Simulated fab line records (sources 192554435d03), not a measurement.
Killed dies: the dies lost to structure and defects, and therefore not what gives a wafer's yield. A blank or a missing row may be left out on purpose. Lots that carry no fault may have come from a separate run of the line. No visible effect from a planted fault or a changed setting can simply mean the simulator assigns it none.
Which tool did it?    flow n5 finfet    33 wafers from 11 lots sampled at 5 of the route's 1938 steps

## WHAT EACH GAUGE READ, for each wafer
N5_BEOL_M4_RC_MEAS_101.
lot   measured      on         DIBL_N (mV/V)   DIBL_P (mV/V)   IOFF_N (nA/um)  IOFF_P (nA/um)  ION_N (uA/um)  ION_P (uA/um)  SS_N (mV/dec)   SS_P (mV/dec)   VT_N (mV)    VT_P (mV)
L467  day 8 08:05   prober-01  38.7 37.0 35.7  41.7 39.1 36.9  0.22 0.16 0.14  0.27 0.20 0.18  674 664 645    463 454 445    72.6 73.0 72.5  75.0 73.4 73.1  248 254 256  -248 -251 -253
L471  day 9 04:19   prober-01  38.4 39.2 39.6  39.0 38.8 39.8  0.19 0.20 0.21  0.27 0.25 0.27  665 668 658    464 449 454    72.2 72.3 72.4  73.6 74.1 74.5  247 249 247  -248 -249 -250
L472  day 9 21:30   prober-01  36.4 38.4 38.2  35.2 37.3 37.7  0.15 0.18 0.18  0.18 0.22 0.23  681 685 691    461 458 469    71.3 72.1 72.2  72.5 72.7 73.2  251 248 249  -253 -252 -252
L475  day 10 10:58  prober-02  34.3 36.5 35.7  35.1 36.9 35.4  0.13 0.17 0.15  0.18 0.20 0.18  666 675 666    454 460 454    70.0 71.4 71.4  72.4 74.1 73.5  252 249 253  -253 -253 -255
L479  day 11 07:40  prober-02  34.9 34.1 34.5  35.6 33.8 35.1  0.14 0.11 0.13  0.21 0.17 0.20  669 648 661    461 449 462    70.5 70.7 70.4  73.5 73.0 73.3  251 256 252  -250 -253 -249
L481  day 11 17:05  prober-02  36.5 37.1 41.1  36.5 36.3 40.7  0.17 0.16 0.27  0.24 0.23 0.32  683 679 688    469 467 470    71.2 70.8 72.2  73.5 72.1 74.2  249 248 241  -243 -248 -242
L482  day 11 21:56  prober-02  40.4 37.3 37.1  40.5 37.0 36.6  0.25 0.17 0.18  0.31 0.24 0.23  683 676 690    471 465 467    73.2 71.6 71.2  74.2 73.6 73.9  244 245 246  -245 -248 -247
L484  day 13 08:39  prober-01  39.6 37.1 37.6  42.4 39.0 39.3  0.21 0.16 0.15  0.29 0.22 0.22  678 670 666    466 467 452    72.8 71.3 72.0  73.9 73.5 73.6  247 250 251  -248 -248 -249
L483  day 13 09:46  prober-02  39.9 38.7 39.5  39.9 39.0 38.5  0.24 0.21 0.21  0.27 0.25 0.24  683 677 681    455 454 461    72.4 71.9 71.9  74.1 74.2 73.4  244 246 247  -247 -249 -253
L487  day 14 10:43  prober-02  35.5 36.0 35.8  34.4 35.2 34.2  0.15 0.16 0.14  0.20 0.22 0.20  675 678 664    467 466 461    72.0 71.8 71.2  73.6 73.5 73.1  250 246 251  -250 -249 -252
L488  day 13 12:05  prober-02  37.0 35.9 39.1  35.8 34.6 38.2  0.15 0.13 0.19  0.21 0.19 0.25  680 658 690    467 460 470    71.1 70.7 72.1  73.7 72.8 73.5  250 251 246  -247 -250 -248

## EACH LOT AND THE TOOL THAT RAN IT (in order: tool; ch and the chambers of the sampled wafers; start)
lot   N5_BEOL_M0_SAQP_ILD_DEP_01       N5_BEOL_M0_SAQP_HM_DEP_02     N5_BEOL_M0_SAQP_PECVD_96         N5_BEOL_M0_SAQP_COAT_82
L467  pecvd-01 ch 0,2, day 6 03:29     pvd sputter-02, day 6 03:34   pecvd-02 ch 1,2, day 6 03:43     litho track-05 ch 0, day 6 04:00
L471  pecvd-01 ch 0,1, day 6 23:37     pvd sputter-01, day 7 00:50   pecvd-01 ch 0,1, day 7 00:59     litho track-01 ch 0, day 7 01:17
L472  pecvd-02 ch 0,2, day 7 03:32     pvd sputter-03, day 7 03:38   pecvd-01 ch 0,1,2, day 7 03:47   litho track-05 ch 0, day 7 04:05
L475  pecvd-03 ch 0,2, day 8 04:41     pvd sputter-02, day 8 06:52   pecvd-01 ch 0,2, day 8 07:01     litho track-01 ch 0, day 8 07:19
L479  pecvd-02 ch 0,1, day 9 03:13     pvd sputter-03, day 9 04:11   pecvd-02 ch 0,1, day 9 04:22     litho track-04 ch 0, day 9 04:44
L481  pecvd-01 ch 0,1,2, day 9 15:02   pvd sputter-01, day 9 16:17   pecvd-01 ch 0,1, day 9 16:26     litho track-01 ch 0, day 9 16:43
L482  pecvd-01 ch 0,1,2, day 9 17:59   pvd sputter-01, day 9 18:11   pecvd-02 ch 0,2, day 9 18:20     litho track-05 ch 0, day 9 18:38
L484  pecvd-02 ch 0,2, day 11 06:56    pvd sputter-02, day 11 07:50  pecvd-01 ch 1,2, day 11 07:59    litho track-04 ch 0, day 11 08:17
L483  pecvd-03 ch 0,1,2, day 11 06:57  pvd sputter-02, day 11 07:56  pecvd-03 ch 0,1,2, day 11 08:07  litho track-01 ch 0, day 11 08:23
L487  pecvd-02 ch 1,2, day 11 07:32    pvd sputter-01, day 11 08:59  pecvd-02 ch 0,1, day 11 09:11    litho track-04 ch 0, day 11 09:29
L488  pecvd-03 ch 0,1,2, day 11 07:32  pvd sputter-01, day 11 08:53  pecvd-01 ch 1,2, day 11 09:02    litho track-04 ch 0, day 11 09:20
- N5_BEOL_M0_SAQP_ILD_DEP_01: deposits SiOC from DEMS/O2, target thk 45.419 nm, time 8.7 s.
- N5_BEOL_M0_SAQP_HM_DEP_02: deposits TiN, target thk 12 nm.
- N5_BEOL_M0_SAQP_PECVD_96: deposits a-Si from SiH4/He, target thk 45 nm, time 45.2 s.
- N5_BEOL_M0_SAQP_COAT_82: time 60 s, resist thk 30 nm.

## AS READ BY THE TOOLS THEMSELVES (means over the sampled wafers that have a number; for cases with no such wafer, the mark the record gives instead)
N5_BEOL_M0_SAQP_ILD_DEP_01.
lot   tool      heater power w (W)  showerhead plenum p Torr (Torr)  showerhead vpp V (V)  throttle valve pct (%)
L467  pecvd-01  512                 5.689                            1398                  11.4
L471  pecvd-01  495                 5.709                            1503                  11.9
L472  pecvd-02  435                 5.694                            1420                  11.6
L475  pecvd-03  464                 5.682                            1309                  11.4
L479  pecvd-02  473                 5.698                            1408                  13.0
L481  pecvd-01  529                 5.700                            1409                  11.7
L482  pecvd-01  511                 5.702                            1425                  11.8
L484  pecvd-02  480                 5.706                            1459                  12.1
L483  pecvd-03  463                 5.689                            1392                  12.3
L487  pecvd-02  487                 5.688                            1349                  12.5
L488  pecvd-03  462                 5.700                            1369                  12.3

N5_BEOL_M0_SAQP_HM_DEP_02.
lot   tool            throttle valve pct (%)
L467  pvd sputter-02  30.0
L471  pvd sputter-01  29.0
L472  pvd sputter-03  30.9
L475  pvd sputter-02  30.7
L479  pvd sputter-03  30.5
L481  pvd sputter-01  29.9
L482  pvd sputter-01  28.9
L484  pvd sputter-02  30.3
L483  pvd sputter-02  30.6
L487  pvd sputter-01  29.9
L488  pvd sputter-01  29.8

N5_BEOL_M0_SAQP_PECVD_96.
lot   tool      heater power w (W)  showerhead plenum p Torr (Torr)  showerhead vpp V (V)  throttle valve pct (%)
L467  pecvd-02  577                 5.65                             608                   18.8
L471  pecvd-01  631                 5.71                             668                   18.2
L472  pecvd-01  682                 5.69                             635                   18.0
L475  pecvd-01  654                 5.62                             588                   17.3
L479  pecvd-02  607                 5.71                             655                   19.4
L481  pecvd-01  706                 5.72                             673                   18.2
L482  pecvd-02  600                 5.72                             649                   18.5
L484  pecvd-01  783                 5.72                             649                   18.7
L483  pecvd-03  641                 5.66                             620                   18.7
L487  pecvd-02  599                 5.67                             628                   19.6
L488  pecvd-01  788                 5.72                             643                   19.0

N5_BEOL_M0_SAQP_COAT_82.
lot   tool            heater power total W (W)  spin speed rpm (rpm)
L467  litho track-05  429.0                     1499.5
L471  litho track-01  429.8                     1501.2
L472  litho track-05  427.7                     1500.9
L475  litho track-01  428.1                     1498.9
L479  litho track-04  427.6                     1500.6
L481  litho track-01  427.0                     1406.3
L482  litho track-05  425.7                     1500.0
L484  litho track-04  429.3                     1500.0
L483  litho track-01  426.9                     1408.0
L487  litho track-04  426.0                     1500.4
L488  litho track-04  427.0                     1499.2

## THE ANSWER, worked out from the rows above alone
Rule: the usual values come from the lots themselves. Put in order of their means at a reading, lots are off if they are a third of the lots or fewer, leave a main group of 4 or more, and stand apart from it by a gap of 3 or more times the standard deviation of the main group's means; of several such gaps the widest counts. A main group is skipped when, at the precision printed for the reading in the tables above, its means are all equal. A lot without any number at a reading at which 4 lots or more have one is off too. Where the step has rows for the other lots, those lots are counted as sound. First the gauges in route order, then the tools' own readings, where a lot's mean is used as printed above. The first step at which some lot is off is used, and at that step the reading that is off furthest; a lot without a number counts as furthest.
Off: L481, L483 (N5_BEOL_M0_SAQP_COAT_82, spin speed rpm). Main group: mean 1500.1 rpm, sd 0.73.
A tool fits if, at that step or a process step before it, it ran every lot that is off, and no sound lot after the first of them. One fits: litho track-01 at N5_BEOL_M0_SAQP_COAT_82. Its last sound lot is L475 (day 8 07:19), its first lot that is off L481 (day 9 16:43): a fault that began between those two fits.
The tool's own readings at N5_BEOL_M0_SAQP_COAT_82 bear it out: on the lots that are off they differ by more than 5 times the standard deviation of the sound lots' means. spin speed rpm reads 1407.2 rpm there against 1500.1 rpm on the sound lots.

## WHAT WAS PUT IN BY THE SIMULATOR
Process parameters drifting: litho track-01 at N5_BEOL_M0_SAQP_COAT_82, beginning at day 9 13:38. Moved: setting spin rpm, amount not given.
Struck lots among those shown: L481, L483. The rule above found the same.
